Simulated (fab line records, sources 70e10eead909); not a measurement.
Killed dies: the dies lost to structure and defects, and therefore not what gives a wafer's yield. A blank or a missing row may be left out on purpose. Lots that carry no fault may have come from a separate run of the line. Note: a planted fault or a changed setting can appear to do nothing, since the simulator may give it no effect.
Which tool was responsible?	flow nand_harc	Sampling: 11 lots, 33 wafers, 6 of 1302 route steps

== WHAT THE GAUGES READ, wafer by wafer ==
NHARC_A_CHANNEL_HOLE_D1_INSPECT_40.
lot	measured	on	raw_defect_count
L831	day 9 14:37	defect_inspect-02	51 48 25
L837	day 12 01:24	defect_inspect-02	1468 1431 1441
L838	day 12 08:41	defect_inspect-01	1480 1490 1433
L842	day 14 00:09	defect_inspect-01	89 52 82
L845	day 15 03:19	defect_inspect-02	58 63 44
L846	day 15 15:26	defect_inspect-01	73 106 90
L847	day 16 06:56	defect_inspect-02	76 52 59
L850	day 17 04:23	defect_inspect-02	64 53 84
L851	day 17 18:23	defect_inspect-02	38 47 32
L852	day 18 01:26	defect_inspect-02	87 56 63
L853	day 18 14:37	defect_inspect-01	32 46 32

NHARC_END_SORT_01.
lot	measured	on	killed_at_array	killed_at_other	killed_at_periphery	killed_dies	killed_open	killed_short
L837	day 27 18:38	prober-01	106 107 84	0 1 0	1 6 7	107 114 91	5 8 6	4 3 4
L838	day 27 17:02	prober-02	156 98 135	0 2 0	6 13 1	162 113 136	1 6 3	1 3 2

== WHICH TOOL RAN EACH LOT (tool, then ch and the chambers of the sampled wafers, then the start) ==
lot	NHARC_A_CHANNEL_HOLE_D1_ETCH_20	NHARC_A_CHANNEL_HOLE_D1_ETCH_26	NHARC_A_CHANNEL_HOLE_D1_ETCH_44	NHARC_A_CHANNEL_FILL_D1_ALD_15
L831	har_etch-01 ch 0, day 9 08:56	har_etch-01 ch 0, day 9 12:34	rie_diel-07 ch 0,1,2, day 9 13:32	ald_sin_batch-01 ch 0, no start
L837	har_etch-01 ch 0,1, day 11 19:56	har_etch-01 ch 0,1, day 11 23:32	rie_diel-01 ch 0,2,3, day 12 00:26	ald_sin_batch-01 ch 0, day 27 18:38 or earlier
L838	har_etch-02 ch 0, day 12 03:06	har_etch-02 ch 0, day 12 06:46	rie_diel-01 ch 0,1,3, day 12 07:43	ald_sin_batch-01 ch 0, day 27 17:02 or earlier
L842	har_etch-01 ch 0,1, day 13 18:31	har_etch-01 ch 0,1, day 13 22:08	rie_diel-07 ch 0,2,3, day 13 23:06	ald_sin_batch-03 ch 0, no start
L845	har_etch-01 ch 0,1, day 14 21:44	har_etch-01 ch 0,1, day 15 01:24	rie_diel-01 ch 0,1,2, day 15 02:20	ald_sin_batch-02 ch 0, day 15 13:53
L846	har_etch-02 ch 0,1, day 15 09:55	har_etch-02 ch 0,1, day 15 13:33	rie_diel-01 ch 1,2,3, day 15 14:29	ald_sin_batch-03 ch 0, no start
L847	har_etch-01 ch 0,1, day 16 00:59	har_etch-01 ch 0,1, day 16 04:37	rie_diel-01 ch 2,3, day 16 05:37	ald_sin_batch-01 ch 0, no start
L850	har_etch-01 ch 1, day 16 22:52	har_etch-01 ch 1, day 17 02:29	rie_diel-08 ch 0,1, day 17 03:24	ald_sin_batch-01 ch 0, no start
L851	har_etch-02 ch 0,1, day 17 12:34	har_etch-02 ch 0,1, day 17 16:13	rie_diel-01 ch 2,3, day 17 17:18	ald_sin_batch-02 ch 0, no start
L852	har_etch-01 ch 0,1, day 17 19:44	har_etch-01 ch 0,1, day 17 23:23	rie_diel-01 ch 1,2,3, day 18 00:20	ald_sin_batch-01 ch 0, no start
L853	har_etch-02 ch 0, day 18 08:37	har_etch-02 ch 0, day 18 12:14	rie_diel-01 ch 2,3, day 18 13:15	ald_sin_batch-03 ch 0, no start
- NHARC_A_CHANNEL_HOLE_D1_ETCH_20: etches the open film in C4F8/O2/Ar, time 361.9 s, target depth 1600 nm.
- NHARC_A_CHANNEL_HOLE_D1_ETCH_26: etches the open film in C4F8/O2/Ar, time 224.1 s, target depth 300 nm.
- NHARC_A_CHANNEL_HOLE_D1_ETCH_44: etches the open film in CF4/O2, target depth 140 nm, overetch 14 nm, time 77 s.
- NHARC_A_CHANNEL_FILL_D1_ALD_15: deposits SiNx, target thk 2 nm, pulse time 60 s, ald cycles 19.

== WHAT THE TOOLS THEMSELVES READ (means of the sampled wafers that have a number; where no wafer has one, the mark that the record gives instead) ==
NHARC_A_CHANNEL_HOLE_D1_ETCH_20.
lot	tool	drypump_motor_current_A (A)	showerhead_plenum_p_Torr (Torr)	throttle_valve_pct (%)
L831	har_etch-01	6.0	3.73	32.146
L837	har_etch-01	5.1	3.71	32.156
L838	har_etch-02	4.7	3.66	32.157
L842	har_etch-01	5.5	3.70	32.160
L845	har_etch-01	5.5	3.69	32.162
L846	har_etch-02	5.0	3.69	32.138
L847	har_etch-01	5.1	3.68	32.154
L850	har_etch-01	4.7	3.67	32.158
L851	har_etch-02	4.8	3.65	32.152
L852	har_etch-01	5.1	3.66	32.158
L853	har_etch-02	4.7	3.61	32.152

NHARC_A_CHANNEL_HOLE_D1_ETCH_26.
lot	tool	drypump_motor_current_A (A)	showerhead_plenum_p_Torr (Torr)	throttle_valve_pct (%)
L831	har_etch-01	5.9	3.77	24.589
L837	har_etch-01	5.2	3.75	24.588
L838	har_etch-02	4.7	3.70	24.581
L842	har_etch-01	5.5	3.74	24.582
L845	har_etch-01	5.5	3.73	24.584
L846	har_etch-02	4.9	3.74	24.587
L847	har_etch-01	5.1	3.72	24.585
L850	har_etch-01	4.8	3.71	24.587
L851	har_etch-02	4.8	3.69	24.583
L852	har_etch-01	5.1	3.70	24.587
L853	har_etch-02	4.7	3.65	24.588

NHARC_A_CHANNEL_HOLE_D1_ETCH_44.
lot	tool	drypump_motor_current_A (A)	oes_product_au (a.u.)	rf_vpp_V (V)	showerhead_plenum_p_Torr (Torr)	throttle_valve_pct (%)
L831	rie_diel-07	6.0	1.002	197.7	1.32	13.391
L837	rie_diel-01	5.6	1.011	197.5	1.32	13.396
L838	rie_diel-01	5.7	1.004	198.4	1.35	13.403
L842	rie_diel-07	5.5	1.005	198.5	1.31	13.399
L845	rie_diel-01	5.7	0.989	197.3	1.30	13.407
L846	rie_diel-01	5.4	0.993	197.0	1.34	13.389
L847	rie_diel-01	5.3	1.006	199.0	1.36	13.387
L850	rie_diel-08	5.5	1.003	196.7	1.27	13.399
L851	rie_diel-01	5.3	0.996	198.4	1.36	13.395
L852	rie_diel-01	5.4	0.989	197.7	1.34	13.399
L853	rie_diel-01	5.3	0.990	197.1	1.32	13.399

NHARC_A_CHANNEL_FILL_D1_ALD_15.
lot	tool	precursor_pulse_height_rel
L831	ald_sin_batch-01	1.006
L837	ald_sin_batch-01	1.004
L838	ald_sin_batch-01	1.000
L842	ald_sin_batch-03	1.004
L845	ald_sin_batch-02	1.007
L846	ald_sin_batch-03	1.007
L847	ald_sin_batch-01	0.987
L850	ald_sin_batch-01	0.997
L851	ald_sin_batch-02	0.997
L852	ald_sin_batch-01	0.998
L853	ald_sin_batch-03	1.008

== THE ANSWER, worked out from the rows above alone ==
Rule: the lots themselves supply what counts as usual. Put in order of their means at a reading, lots are off if they are a third of the lots or fewer, leave a main group of 4 or more, and stand apart from it by a gap of 3 or more times the standard deviation of the main group's means; of several such gaps the widest counts. Not used: any main group whose means are identical at the precision the tables above print for the reading. A lot without any number at a reading at which 4 lots or more have one is off too. Where the step has rows for the other lots, those lots are counted as sound. The gauges are gone through in route order, then the tools' own readings, and for those a lot's mean is taken as printed above. At the first step where some lot is off, the reading lying furthest off is the one used; lots without a number count as furthest.
Off, at NHARC_A_CHANNEL_HOLE_D1_INSPECT_40 on raw_defect_count: L837, L838. For the main group the mean is 59 and the standard deviation 17.
A tool fits if, at a process step before that reading, it ran every lot that is off, and no sound lot after the first of them. Those tools and the gauges at NHARC_A_CHANNEL_HOLE_D1_INSPECT_40 are tried in the same way. No candidate that was tried fits.

== WHAT HAD BEEN PUT IN BY THE SIMULATOR ==
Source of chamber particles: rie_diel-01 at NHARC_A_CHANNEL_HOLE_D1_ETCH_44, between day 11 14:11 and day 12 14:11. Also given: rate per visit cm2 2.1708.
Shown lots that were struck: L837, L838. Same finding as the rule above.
